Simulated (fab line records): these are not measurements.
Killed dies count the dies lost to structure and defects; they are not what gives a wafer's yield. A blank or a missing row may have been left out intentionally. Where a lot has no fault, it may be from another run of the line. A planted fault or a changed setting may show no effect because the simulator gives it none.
Matching of chambers :: flow n5_finfet :: N5_BEOL_M2_ETCH_77 on rie_diel-01: 4 sister chambers
The step etches underlayer in N2/H2, target depth 6.5 nm, time 5.2 s. 4 wafers are shown with their chamber, then 8 later ones without.

WAFERS, EACH WITH ITS CHAMBER
wafer: L084.1
chamber: 0
drypump_motor_current_A (A): 5.70

wafer: L084.2
chamber: 3
drypump_motor_current_A (A): 5.50

wafer: L084.3
chamber: 2
drypump_motor_current_A (A): 5.85

wafer: L087.1
chamber: 1
drypump_motor_current_A (A): 5.53

WAFERS WITHOUT THEIR CHAMBER
wafer: L087.2
drypump_motor_current_A (A): 5.89

wafer: L087.3
drypump_motor_current_A (A): 5.51

wafer: L093.1
drypump_motor_current_A (A): 5.84

wafer: L093.3
drypump_motor_current_A (A): 5.72

wafer: L093.4
drypump_motor_current_A (A): 5.56

wafer: L094.1
drypump_motor_current_A (A): 5.84

wafer: L094.4
drypump_motor_current_A (A): 5.51

wafer: L094.5
drypump_motor_current_A (A): 5.69

THE CHAMBER EACH PASSED THROUGH
wafer: L087.2
from the rows above: 2
in truth: 2

wafer: L087.3
from the rows above: can't be placed: 3 or 1
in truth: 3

wafer: L093.1
from the rows above: 2
in truth: 2

wafer: L093.3
from the rows above: 0
in truth: 0

wafer: L093.4
from the rows above: can't be placed: 1 or 3
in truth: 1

wafer: L094.1
from the rows above: 2
in truth: 2

wafer: L094.4
from the rows above: can't be placed: 3 or 1
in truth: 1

wafer: L094.5
from the rows above: 0
in truth: 0
Placed correctly: 5 of 8. These rows do not allow placing 3 (true chamber among the candidates in 3). Number placed wrongly: 0.
How it was worked out, from the rows above alone: a wafer's distance from a chamber is the root of the sum, over the readings, of the square of ((its reading less the chamber's mean) divided by the reading's scatter). The wafer belongs to the nearest chamber; if the next one is less than 2 further off, it can't be placed. A chamber's mean is the mean of its shown wafers. The scatter: with one shown wafer a chamber, the root of the mean of the squares of how far each hidden wafer lies from its nearest shown one.
